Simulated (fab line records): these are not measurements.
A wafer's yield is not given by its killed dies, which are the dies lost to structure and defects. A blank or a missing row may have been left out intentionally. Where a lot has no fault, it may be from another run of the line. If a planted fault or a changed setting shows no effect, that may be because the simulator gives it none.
Chamber matching -- flow nandHarc -- NHARC_A_STAIRCASE_TRIM_229 on rieDiel-07: 4 sister chambers
The step chemistry O2, time 211.2 s. 14 wafers are shown with their chamber, then 7 later ones without.

## WAFERS PAIRED WITH THEIR CHAMBERS
wafer,chamber,showerheadPlenumPTorr (Torr),drypumpMotorCurrentA (A),oesProductAu (a.u.)
L074.1,0,3.76,5.9,1.000
L074.5,2,3.64,5.9,1.013
L074.6,3,3.72,5.9,1.040
L080.3,0,3.75,5.9,1.016
L080.4,1,3.30,5.4,1.008
L080.5,3,3.72,5.8,1.026
L081.1,2,3.63,5.9,1.022
L081.2,0,3.75,5.9,0.999
L081.6,0,3.75,6.0,0.991
L089.2,2,3.62,5.9,1.022
L089.4,3,3.70,5.8,1.007
L089.6,2,3.62,5.9,1.009
L092.1,2,3.61,5.9,1.007
L092.3,0,3.73,5.9,0.982

SIGNATURES (averages over the wafers above)
reading,chamber 0,chamber 1,chamber 2,chamber 3,scatter within a chamber
showerheadPlenumPTorr,3.7480,3.3000,3.6240,3.7133,0.0113
drypumpMotorCurrentA,5.920,5.400,5.900,5.833,0.0383
oesProductAu,0.99760,1.00800,1.01460,1.02433,0.0118
Rule: a wafer lies at a distance from a chamber equal to the root of the sum of squares, over the readings, of (its reading less the chamber's mean, divided by the reading's scatter). If the next closest chamber is less than 2 further off than the closest, the wafer can't be placed; otherwise it belongs to the closest. The scatter is the square root of a quotient: the sum, over the shown wafers, of each reading's squared deviation from its chamber's mean, divided by wafers minus chambers.

## WAFERS WITH NO CHAMBER GIVEN
wafer,showerheadPlenumPTorr (Torr),drypumpMotorCurrentA (A),oesProductAu (a.u.)
L092.6,3.61,5.9,0.997
L094.1,3.61,5.9,1.001
L094.4,3.73,5.9,0.991
L094.5,3.28,5.4,1.007
L095.1,3.61,5.9,0.988
L095.3,3.28,5.5,1.010
L095.6,3.72,5.9,0.995

## WHICH CHAMBER EACH ONE RAN IN
wafer,from the rows above,in truth
L092.6,2,2
L094.1,2,2
L094.4,can't be placed: 0 or 3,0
L094.5,1,1
L095.1,2,2
L095.3,1,1
L095.6,can't be placed: 0 or 3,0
Correct placement for 5 of the 7. These rows do not allow placing 2 (true chamber among the candidates in 2). Number placed wrongly: 0.
